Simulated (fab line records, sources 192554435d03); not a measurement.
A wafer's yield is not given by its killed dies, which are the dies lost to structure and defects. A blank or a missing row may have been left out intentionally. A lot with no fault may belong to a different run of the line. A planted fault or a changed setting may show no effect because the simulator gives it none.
A struck lot beside a sound one -- flow n5 finfet -- 41 steps out of a route of 1938
Sound: these wafers, L917.2, L917.3, L917.4. The struck wafers were L910.1, L910.2, L910.4. The cause comes at the end.
For every step that has rows: the tool of each side, followed by ch and its chambers, followed by its first start. Under that, the readings that differ: sound wafers -- struck wafers -- difference of the means -- sigmas: that difference in standard deviations of wafers without a fault.
alike: readings with means less than 2 such deviations apart, plus words and numbers identical on both sides. not compared: withheld readings, readings lacking a value on some wafer, bounds such as >300 that could conceal the same value, and numbers that have no deviation in the record and whose values overlap.
Wherever a step has rows on one side only, a row that says differs or no value, or a row with sigmas, the two part there. Numbers that have no deviation but don't overlap get no sigmas and don't part them. A reading that every wafer of one side lacks parts them only if that side has two wafers or more.

first, 11 steps without rows for these wafers: N5_BEOL_M0_SAQP_SPACER1_ALD_98 (deposits SiO2, target thk 12.8 nm, pulse time 1 s, purge time 2 s); N5_BEOL_M0_SAQP_SPACER1_ETCHBACK_99 (etches SiO2 in CHF3/O2, target depth 15.4 nm, time 7.7 s); N5_BEOL_M0_SAQP_MANDREL1_REMOVE_100 (chemistry HBr/Cl2/O2, target a-Si, stops on SiNx, bt time 10 s); N5_BEOL_M0_SAQP_ETCH_101 (etches SiNx in CH3F/O2, target depth 29.9 nm, time 42.7 s); N5_BEOL_M0_SAQP_ETCH_102 (etches SiO2 in CF4, target depth 4 nm, time 4.4 s); N5_BEOL_M0_SAQP_MANDREL_ETCH_103 (etches a-Si in HBr/Cl2, stops on SiCN, target depth 45 nm, bt time 10 s, time 27 s); N5_BEOL_M0_SAQP_RECESS_104 (chemistry HF/NH3, target SiO2, target depth 18 nm, afs cycles 3, sublimation time 60 s); N5_BEOL_M0_SAQP_COAT_105 (time 60 s, resist thk 100 nm); N5_BEOL_M0_SAQP_ETCH_106 (etches SOC in N2/H2, stops on SiNx, target depth 150 nm); N5_BEOL_M0_SAQP_ETCH_107 (etches SiNx in CH3F/O2, target depth 30 nm); N5_BEOL_M0_SAQP_STRIP_108 (strips in N2/H2).
N5_BEOL_M0_SAQP_RECESS_109: chemistry HF/NH3, target SiO2, target depth 3 nm, afs cycles 1, sublimation time 60 s.
  sound on vapor etch-02 ch 0,1, day 9 09:02; struck on vapor etch-01 ch 0,1, day 7 19:08
  alike: drypump motor current A, sublimation temp c
then, 12 steps without rows for these wafers: N5_BEOL_M0_SAQP_SPACER2_ALD_26 (deposits SiO2, target thk 15 nm, pulse time 1 s, purge time 2 s); N5_BEOL_M0_SAQP_SPACER2_ETCHBACK_27 (etches SiO2 in CHF3/O2, target depth 22.5 nm, time 11.25 s); N5_BEOL_M0_SAQP_MANDREL2_REMOVE_110 (chemistry HBr/Cl2/O2, target a-Si, stops on SiCN, bt time 10 s); N5_BEOL_M0_SAQP_COAT_69 (time 60 s, resist thk 90 nm); N5_BEOL_M0_SAQP_COAT_72 (time 60 s, resist thk 15 nm); N5_BEOL_M0_SAQP_COAT_87 (time 60 s, resist thk 5 nm); N5_BEOL_M0_SAQP_COAT_34 (resist thk 30 nm); N5_BEOL_M0_SAQP_EBR_36; N5_BEOL_M0_SAQP_SOFTBAKE_35 (time 60 s); N5_BEOL_M0_SAQP_EXPOSE_37 (exposes mask M0 CUT1, target cd 30 nm); N5_BEOL_M0_SAQP_PEB_38 (peb time 60 s); N5_BEOL_M0_SAQP_DEVELOP_39 (develop time 30 s).
N5_BEOL_M0_SAQP_INSPECT_42: inspects for defects (brightfield).
  sound on defect inspect-01 at day 9 10:58; struck on defect inspect-01 at day 7 20:33
reading,sound,struck,difference,sigmas
raw defect count,220 341 249,888 736 911,+575,+6
then, 13 steps without rows for these wafers: N5_BEOL_M0_SAQP_DESCUM_45 (chemistry O2, time 7 s); N5_BEOL_M0_SAQP_ETCH_88 (etches underlayer in N2/H2, target depth 6.5 nm, time 5.2 s); N5_BEOL_M0_SAQP_ETCH_73 (etches SiARC in CF4, target depth 19.5 nm, time 32.5 s); N5_BEOL_M0_SAQP_CUT_ETCH_46 (etches SOC in N2/H2, target depth 135 nm, overetch 27 nm, time 202.5 s); N5_BEOL_M0_SAQP_STRIP_74 (strips in N2/H2); N5_BEOL_M0_SAQP_STRIP_89 (strips in N2/H2); N5_BEOL_M0_SAQP_ALD_48 (deposits SiO2, target thk 20 nm, pulse time 1 s, co reactant pulse time 1 s); N5_BEOL_M0_SAQP_ETCH_49 (etches SiO2 in CF4/O2, target depth 37 nm); N5_BEOL_M0_SAQP_STRIP_75 (strips in CF4); N5_BEOL_M0_CUTY_COAT_50 (time 60 s, resist thk 15 nm); N5_BEOL_M0_CUTY_COAT_51 (resist thk 150 nm); N5_BEOL_M0_CUTY_EBR_52; N5_BEOL_M0_CUTY_SOFTBAKE_53 (time 60 s).
N5_BEOL_M0_CUTY_INSPECT_59: inspects for defects (macro).
  sound on defect inspect-01 at day 9 12:20; struck on defect inspect-01 at day 7 21:57
reading,sound,struck,difference,sigmas
raw defect count,1 1 0,>300 >300 >300,differs,
-- here the record skips 3 days between the struck wafers' starts before and after, leaving off in module BEOL_M0_CUTY and picking up in module BEOL_M4 (first step shown: number 1111 of the route) --
N5_BEOL_M4_RC_MEAS_101:
  sound on prober-01 ch 0, day 12 19:38; struck on prober-01 ch 0, day 10 22:28
reading,sound,struck,difference,sigmas
VT_N (mV),241 241 249,251 255 250,+8,+2
  alike: DIBL_N, DIBL_P, IOFF_N, IOFF_P, ION_N, ION_P, SS_N, SS_P, VT_P
-- the record jumps here: 6 days lie between the struck wafers' starts before and after (it left off in module BEOL_M4 and takes up again in module PASSIVATION, whose first step shown is number 1936 of the route) --
N5_PASSIVATION_PROBE_49:
  sound on prober-02 at day 18 10:11; struck on prober-02 at day 16 11:22
reading,sound,struck,difference,sigmas
defect limited yield (%),92.6 91.4 92.5,83.1 87.4 81.3,-8.2,-6
killed_at_M0_to_M3,26 34 22,130 66 138,+84,+8
killed dies,87 102 89,200 149 221,+97,+6
killed on rim,13 15 12,28 34 23,+15,+4
sort_bin_5_function (%),4.2 5.3 4.7,11.4 8.1 12.8,+6.0,+6
sort n pass,1093 1078 1091,980 1031 959,-97,-6
sort yield pct (%),92.6 91.4 92.5,83.1 87.4 81.3,-8.2,-6
  alike: killed_at_M4_up, killed at contacts, killed at front end, killed at other, killed open, killed short, sort_bin_6_memory, sort_bin_8_speed

WHERE THEY PART
Last at N5_PASSIVATION_PROBE_49 as far as this record goes, first at N5_BEOL_M0_SAQP_INSPECT_42.

WHY: whatever the simulator had introduced
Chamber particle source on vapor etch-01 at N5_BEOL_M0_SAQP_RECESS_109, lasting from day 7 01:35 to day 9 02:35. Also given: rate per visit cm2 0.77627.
